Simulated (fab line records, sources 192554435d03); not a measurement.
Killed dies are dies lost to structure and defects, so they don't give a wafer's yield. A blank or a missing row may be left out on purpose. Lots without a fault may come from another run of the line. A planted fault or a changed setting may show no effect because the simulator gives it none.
Chamber matching | flow n5_finfet | N5_BEOL_M0_STRIP_140 on rie_diel-06: 4 sister chambers
The step strips in CF4. 4 wafers are shown with their chamber, then 9 later ones without.

WAFERS WITH THEIR CHAMBER
wafer  | chamber | showerhead_plenum_p_Torr (Torr)
L078.1 | 2       | 1.71
L084.5 | 0       | 1.90
L085.3 | 1       | 1.77
L085.4 | 3       | 1.86

WAFERS WITHOUT THEIR CHAMBER
wafer  | showerhead_plenum_p_Torr (Torr)
L091.2 | 1.86
L091.5 | 1.71
L091.6 | 1.86
L093.1 | 1.86
L093.2 | 1.71
L093.6 | 1.90
L096.3 | 1.71
L096.4 | 1.77
L096.6 | 1.89

WHICH CHAMBER EACH WENT THROUGH
wafer  | from the rows above | in truth
L091.2 | 3                   | 3
L091.5 | 2                   | 2
L091.6 | 3                   | 3
L093.1 | 3                   | 3
L093.2 | 2                   | 2
L093.6 | 0                   | 0
L096.3 | 2                   | 2
L096.4 | 1                   | 1
L096.6 | 0                   | 0
Placed correctly: 9 of 9. Can't be placed from these rows: 0. Placed wrongly: 0.
How it was worked out, from the rows above alone: a wafer's distance from a chamber is the root of the sum, over the readings, of the square of ((its reading less the chamber's mean) divided by the reading's scatter). The wafer belongs to the nearest chamber; if the next one is less than 2 further off, it can't be placed. A chamber's mean is the mean of its shown wafers. The scatter: with one shown wafer a chamber, the root of the mean of the squares of how far each hidden wafer lies from its nearest shown one.
